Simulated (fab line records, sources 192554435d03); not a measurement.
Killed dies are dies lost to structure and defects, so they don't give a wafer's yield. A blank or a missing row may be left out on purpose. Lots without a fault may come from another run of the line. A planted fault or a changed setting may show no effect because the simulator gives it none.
Split-lot experiment | flow n5_finfet | 7 lots, 21 wafers read, on a route of 1938 steps

THE SPLIT
At N5_BEOL_M8_COAT_22 (resist thk 30 nm), the setting spin_rpm was moved away from the recipe's 1500 rpm on 11 of the 21 wafers read, by -8.7% to +9.8%. The other wafers ran this setting at the recipe's value.

The reading is taken at the split's own step.

THE READING
CAR-EUV_of_BEOL_M8_COAT_22.thk_nm (the simulator's own value, which no gauge read), in nm, at N5_BEOL_M8_COAT_22 (resist thk 30 nm). The file gives no usual value for it. The 10 wafers here that ran the recipe average 30.0 nm, standard deviation 0.11 nm.

wafer  | tool, chamber at the split | spin_rpm as run, rpm | against the recipe | CAR-EUV_of_BEOL_M8_COAT_22.thk_nm, nm | against lot-mates on the recipe
L074.1 | litho_track-04, 0          | 1647                 | +9.8%              | 28.8                                  | -1.4
L074.5 | litho_track-04, 0          | 1647                 | +9.8%              | 28.8                                  | -1.4
L074.4 | litho_track-04, 0          | 1500                 | recipe             | 30.2                                  | -
L080.2 | litho_track-02, 0          | 1500                 | recipe             | 29.8                                  | -
L080.6 | litho_track-02, 0          | 1500                 | recipe             | 29.8                                  | -
L080.3 | litho_track-02, 0          | 1454                 | -3.1%              | 30.2                                  | +0.4
L088.1 | litho_track-02, 0          | 1456                 | -2.9%              | 30.6                                  | no lot-mate on the recipe
L088.3 | litho_track-02, 0          | 1456                 | -2.9%              | 30.6                                  | no lot-mate on the recipe
L088.4 | litho_track-02, 0          | 1456                 | -2.9%              | 30.4                                  | no lot-mate on the recipe
L089.2 | litho_track-01, 0          | 1370                 | -8.7%              | 31.4                                  | +1.4
L089.4 | litho_track-01, 0          | 1500                 | recipe             | 30                                    | -
L089.5 | litho_track-01, 0          | 1370                 | -8.7%              | 31.2                                  | +1.2
L090.1 | litho_track-02, 0          | 1413                 | -5.8%              | 30.8                                  | +0.8
L090.4 | litho_track-02, 0          | 1413                 | -5.8%              | 31                                    | +1.0
L090.6 | litho_track-02, 0          | 1500                 | recipe             | 30                                    | -
L091.1 | litho_track-04, 0          | 1500                 | recipe             | 30                                    | -
L091.2 | litho_track-04, 0          | 1500                 | recipe             | 30                                    | -
L091.4 | litho_track-04, 0          | 1500                 | recipe             | 30                                    | -
L095.2 | litho_track-01, 0          | 1500                 | recipe             | 30                                    | -
L095.4 | litho_track-01, 0          | 1500                 | recipe             | 30                                    | -
L095.5 | litho_track-01, 0          | 1419                 | -5.4%              | 30.8                                  | +0.8

THE FIT
A straight line over all 21 wafers: CAR-EUV_of_BEOL_M8_COAT_22.thk_nm changes by -0.138 nm for each +1% of spin_rpm; r = -0.98; the points scatter about the line by 0.14 nm.
The same after taking each lot's own level away (the mean of its wafers on the recipe; 18 wafers): -0.147 nm for each +1%; r = -1.00; scatter 0.056 nm.
On that fit, the largest move of spin_rpm shifts the reading by 1.4 nm.
The lots' own levels span 29.80 to 30.20 nm, that is 3.7 times the standard deviation above.
So the lot-to-lot level changes the slope little: the two slopes agree.
Check: with one of the wafers moved furthest among these (+9.8%) left out of the fit, the line predicts -1.44 nm for it against its lot-mates. It came out at -1.4 nm against them.

OTHER SPLITS ON THESE WAFERS
These wafers also went through other splits before the reading. Each is held against what the fit with the lots' levels taken away leaves over:
other split on the same wafers | wafers away from the commonest value | r with CAR-EUV_of_BEOL_M8_COAT_22.thk_nm (lot level and that fit taken away)
N5_BEOL_M4_EXPOSE_25 dose_mj   | 2                                    | -0.19
N5_BEOL_M5_PECVD_70 temp_c     | 4                                    | -0.07
N5_BEOL_M5_COAT_05 spin_rpm    | 11                                   | -0.33
N5_BEOL_M5_ETCH_72 bias_w      | 8                                    | -0.16
N5_BEOL_M5_COAT_22 spin_rpm    | 4                                    | -0.01
N5_BEOL_M6_COAT_22 spin_rpm    | 9                                    | -0.05
N5_BEOL_M6_DESCUM_33 time_s    | 9                                    | -0.20
N5_BEOL_M7_PECVD_70 time_s     | 5                                    | -0.05

THE FILE'S OWN FIT
CAR-EUV_of_BEOL_M8_COAT_22.thk_nm changes by -0.147 nm for each +1% of spin_rpm, r = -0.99.
